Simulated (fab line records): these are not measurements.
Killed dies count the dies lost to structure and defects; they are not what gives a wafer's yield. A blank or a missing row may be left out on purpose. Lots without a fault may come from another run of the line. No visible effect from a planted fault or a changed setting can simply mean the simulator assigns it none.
Chamber matching :: flow nandHarc :: 4 sister chambers for NHARC_A_DECK1_JOINT_CMP_02 on cmp-01
The step polishes SiOx. 22 wafers are shown with their chamber, then 11 later ones without.

## EACH WAFER AND ITS CHAMBER
wafer: L076.1
chamber: 1
motorCurrentA (A): 12.1

wafer: L076.5
chamber: 0
motorCurrentA (A): 12.6

wafer: L076.6
chamber: 1
motorCurrentA (A): 12.4

wafer: L078.2
chamber: 0
motorCurrentA (A): 11.6

wafer: L078.5
chamber: 2
motorCurrentA (A): 9.9

wafer: L078.6
chamber: 3
motorCurrentA (A): 11.3

wafer: L080.1
chamber: 2
motorCurrentA (A): 10.3

wafer: L080.2
chamber: 3
motorCurrentA (A): 11.7

wafer: L080.6
chamber: 3
motorCurrentA (A): 12.2

wafer: L083.1
chamber: 2
motorCurrentA (A): 10.7

wafer: L083.4
chamber: 3
motorCurrentA (A): 10.7

wafer: L083.6
chamber: 0
motorCurrentA (A): 12.3

wafer: L084.1
chamber: 2
motorCurrentA (A): 10.4

wafer: L084.2
chamber: 0
motorCurrentA (A): 11.9

wafer: L084.6
chamber: 0
motorCurrentA (A): 12.5

wafer: L087.3
chamber: 1
motorCurrentA (A): 13.6

wafer: L087.5
chamber: 0
motorCurrentA (A): 12.5

wafer: L087.6
chamber: 1
motorCurrentA (A): 12.3

wafer: L088.1
chamber: 3
motorCurrentA (A): 11.3

wafer: L088.5
chamber: 3
motorCurrentA (A): 12.1

wafer: L088.6
chamber: 0
motorCurrentA (A): 12.4

wafer: L090.1
chamber: 0
motorCurrentA (A): 11.8

SIGNATURES (means of the wafers above)
reading: motorCurrentA
chamber 0: 12.200
chamber 1: 12.600
chamber 2: 10.325
chamber 3: 11.550
scatter within a chamber: 0.489
Rule: a wafer lies at a distance from a chamber equal to the root of the sum of squares, over the readings, of (its reading less the chamber's mean, divided by the reading's scatter). If the next closest chamber is less than 2 further off than the closest, the wafer can't be placed; otherwise it belongs to the closest. The scatter: take each reading less its chamber's mean, square it, sum over the shown wafers, divide by the number of wafers less the number of chambers, and take the root.

## WAFERS WHOSE CHAMBER IS MISSING
wafer: L090.2
motorCurrentA (A): 10.4

wafer: L090.5
motorCurrentA (A): 11.9

wafer: L091.2
motorCurrentA (A): 10.4

wafer: L091.3
motorCurrentA (A): 12.7

wafer: L091.5
motorCurrentA (A): 11.6

wafer: L094.1
motorCurrentA (A): 12.7

wafer: L094.4
motorCurrentA (A): 11.7

wafer: L094.5
motorCurrentA (A): 12.8

wafer: L095.1
motorCurrentA (A): 11.4

wafer: L095.4
motorCurrentA (A): 12.3

wafer: L095.5
motorCurrentA (A): 11.4

## WHICH CHAMBER EACH ONE RAN IN
wafer: L090.2
from the rows above: 2
in truth: 2

wafer: L090.5
from the rows above: can't be placed: 0 or 3 or 1
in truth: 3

wafer: L091.2
from the rows above: 2
in truth: 2

wafer: L091.3
from the rows above: can't be placed: 1 or 0
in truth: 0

wafer: L091.5
from the rows above: can't be placed: 3 or 0 or 1
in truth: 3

wafer: L094.1
from the rows above: can't be placed: 1 or 0
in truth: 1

wafer: L094.4
from the rows above: can't be placed: 3 or 0 or 1
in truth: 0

wafer: L094.5
from the rows above: can't be placed: 1 or 0
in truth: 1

wafer: L095.1
from the rows above: can't be placed: 3 or 0 or 2
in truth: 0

wafer: L095.4
from the rows above: can't be placed: 0 or 1 or 3
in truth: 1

wafer: L095.5
from the rows above: can't be placed: 3 or 0 or 2
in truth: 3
Correct placement for 2 of the 11. Unplaceable from these rows: 9, with the true chamber sitting among the candidates in 9. 0 placed wrongly.
